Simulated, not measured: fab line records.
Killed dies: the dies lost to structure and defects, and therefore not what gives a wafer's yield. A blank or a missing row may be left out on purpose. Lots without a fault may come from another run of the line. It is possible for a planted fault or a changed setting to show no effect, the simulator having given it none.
3 desks, one fault -- flow n5_finfet -- what lay behind the numbers comes last; until then each desk has only its own

## FOR THE TOOL OWNER'S DESK: pecvd-04
The tool's own readings at N5_FIN_SAQP_PECVD_06 (deposits a-Si from SiH4/He, target thk 60 nm, time 48.1 s): means of the sampled wafers that have a number, for each lot that ran on this tool. Marked OUT: a lot whose mean sits more than 4 standard deviations from the usual mean, which makes it out of limits; the brackets give that distance.
Columns: A = heater_power_w at N5_FIN_SAQP_PECVD_06, usual 824 W; B = showerhead_plenum_p_Torr at N5_FIN_SAQP_PECVD_06, usual 5.67 Torr; C = throttle_valve_pct at N5_FIN_SAQP_PECVD_06, usual 18.0 %
lot,first seen here,A,B,C
L602,day 2 03:40,779,5.66,18.1
L615,day 5 11:16,879,5.65,18.4
L616,day 5 15:08,813,5.66,18.3
L621,day 6 21:13,932,5.65,18.0
L622,day 7 02:41,943,5.66,18.3
Finding of this desk: none of the 5 lots has anything out of limits.

## THE DEFECT DESK
Inspection counts along the route, by lot: the mean over sampled wafers that carry a number. Marked OUT: a lot whose mean sits more than 4 standard deviations from the usual mean, which makes it out of limits; the brackets give that distance.
Columns: A = raw_defect_count at N5_FIN_SAQP_INSPECT_40, usual 218
lot,first seen here,A
L602,day 2 09:18,276
L603,day 2 15:05,195
L607,day 3 14:13,290
L615,day 5 16:41,161
L616,day 5 21:07,841 (+11) OUT
L621,day 7 02:16,1240 (+18) OUT
L622,day 7 08:48,1341 (+20) OUT
L623,day 7 15:55,207
L624,day 7 20:25,227
Finding of this desk: L616, L621, L622 out of limits; the first was L616 at day 5 21:07, on raw_defect_count at N5_FIN_SAQP_INSPECT_40. L602, L603, L607, L615, L623, L624 stayed within limits.

## METROLOGY DESK
What the gauges read, lot by lot, whatever tool the lot ran on: means of the sampled wafers that have a number. Marked OUT: a lot whose mean sits more than 4 standard deviations from the usual mean, which makes it out of limits; the brackets give that distance.
Columns: A = thk_nm at N5_FIN_SAQP_THK_MEAS_07, usual 60.1 nm
lot,first seen here,A
L602,day 2 03:46,59.9
L603,day 2 09:28,59.9
L607,day 3 09:12,60.6
L615,day 5 11:23,60.3
L616,day 5 15:13,71.7 (+14) OUT
L621,day 6 21:19,83.3 (+29) OUT
L622,day 7 02:46,82.3 (+28) OUT
L623,day 7 10:17,59.8
L624,day 7 15:10,59.9
Finding of this desk: L616, L621, L622 out of limits; the first was L616 at day 5 15:13, on thk_nm at N5_FIN_SAQP_THK_MEAS_07. L602, L603, L607, L615, L623, L624 stayed within limits.

## BROUGHT TOGETHER
Metrology desk: alarm possible at day 5 15:13 on L616, L621, L622.
The defect desk could have raised an alarm at day 5 21:07, on L616, L621, L622.
The desk of the tool owner found nothing out of limits.
On record at the tool owner's desk: L616, L621, L622, within its limits.
All the named lots went through N5_FIN_SAQP_PECVD_06 on pecvd-04.

## WHAT THE SIMULATOR HAD PUT IN
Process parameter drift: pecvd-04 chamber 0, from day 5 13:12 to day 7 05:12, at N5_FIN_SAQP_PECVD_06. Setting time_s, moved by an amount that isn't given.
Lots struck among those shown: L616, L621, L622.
Hours from the fault's start to each desk's first reading out of limits: the metrology desk, 2; the defect desk, 8.
